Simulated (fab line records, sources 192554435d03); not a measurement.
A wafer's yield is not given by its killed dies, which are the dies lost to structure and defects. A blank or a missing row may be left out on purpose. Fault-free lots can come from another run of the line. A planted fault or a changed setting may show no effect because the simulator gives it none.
Split-lot trial | flow n5-finfet | route with 1938 steps; 7 lots, 21 wafers read

== ABOUT THE SPLIT ==
At N5_PASSIVATION_VIA_ETCH_13 (etches SiO2 in CHF3/O2, target depth 660 nm, time 330 s), the setting bias-w was moved away from the recipe's 170 W on 6 of the 21 wafers read, by -17.9% to +17.4%. For the rest of the wafers, this setting stayed at what the recipe calls for.

The reading is taken at the split's own step.

== THE READING ==
rf-vpp-V, in V, at N5_PASSIVATION_VIA_ETCH_13 (etches SiO2 in CHF3/O2, target depth 660 nm, time 330 s). On this fab line, fault-free wafers typically give 522 V with a standard deviation of 4.9 V.

wafer  | tool, chamber at the split | bias-w as run, W | against the recipe | rf-vpp-V, V | against lot-mates on the recipe
L077.2 | rie-diel-03, 1             | 170              | recipe             | 528         | -
L077.3 | rie-diel-03, 3             | 170              | recipe             | 521         | -
L077.6 | rie-diel-03, 1             | 199.5            | +17.4%             | 601         | +76
L075.3 | rie-diel-05, 0             | 170              | recipe             | 518         | -
L075.5 | rie-diel-05, 1             | 170              | recipe             | 528         | -
L075.6 | rie-diel-05, 0             | 139.6            | -17.9%             | 443         | -80
L079.1 | rie-diel-05, 1             | 170              | recipe             | 529         | -
L079.3 | rie-diel-05, 2             | 170              | recipe             | 519         | -
L079.6 | rie-diel-05, 2             | 170              | recipe             | 518         | -
L085.2 | rie-diel-03, 1             | 149.4            | -12.1%             | 476         | -51
L085.5 | rie-diel-03, 0             | 149.4            | -12.1%             | 476         | -51
L085.6 | rie-diel-03, 1             | 170              | recipe             | 527         | -
L089.3 | rie-diel-01, 3             | 170              | recipe             | 521         | -
L089.4 | rie-diel-01, 1             | 170              | recipe             | 526         | -
L089.6 | rie-diel-01, 3             | 170              | recipe             | 522         | -
L091.1 | rie-diel-03, 1             | 170              | recipe             | 527         | -
L091.4 | rie-diel-03, 3             | 196.7            | +15.7%             | 585         | +58
L091.6 | rie-diel-03, 2             | 196.7            | +15.7%             | 586         | +59
L096.1 | rie-diel-05, 0             | 170              | recipe             | 517         | -
L096.5 | rie-diel-05, 2             | 170              | recipe             | 517         | -
L096.6 | rie-diel-05, 3             | 170              | recipe             | 513         | -

THE FIT
A straight line over all 21 wafers: rf-vpp-V changes by +4.18 V for each +1% of bias-w; r = +0.99; the points scatter about the line by 5 V.
The same after taking each lot's own level away (the mean of its wafers on the recipe; 21 wafers): +4.15 V for each +1%; r = +0.99; scatter 4 V.
On that fit, the largest move of bias-w shifts the reading by 74 V.
The span of the lots' own levels, 515.7 to 527.0 V, comes to 2.3 times the standard deviation stated above.
So the lot-to-lot level changes the slope little: the two slopes agree.
Check: for one of the wafers moved furthest among these (-17.9%), held out of the fit, the line's prediction against its lot-mates is -72.9 V. It came out at -80 V against them.
Tool readings at the split's step, against how far the setting was moved: rf-vpp-V r = +0.99.

== OTHER SPLITS ON THESE WAFERS ==
Before the reading, these wafers also passed through other splits. Each is held against what the fit with the lots' levels taken away leaves over:
other split on the same wafers   | wafers away from the commonest value | r with rf-vpp-V (lot level and that fit taken away)
N5_PASSIVATION_EXPOSE_07 dose-mj | 7                                    | +0.03

== THE FILE'S OWN FIT ==
rf-vpp-V changes by +4.24 V for each +1% of bias-w, r = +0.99.
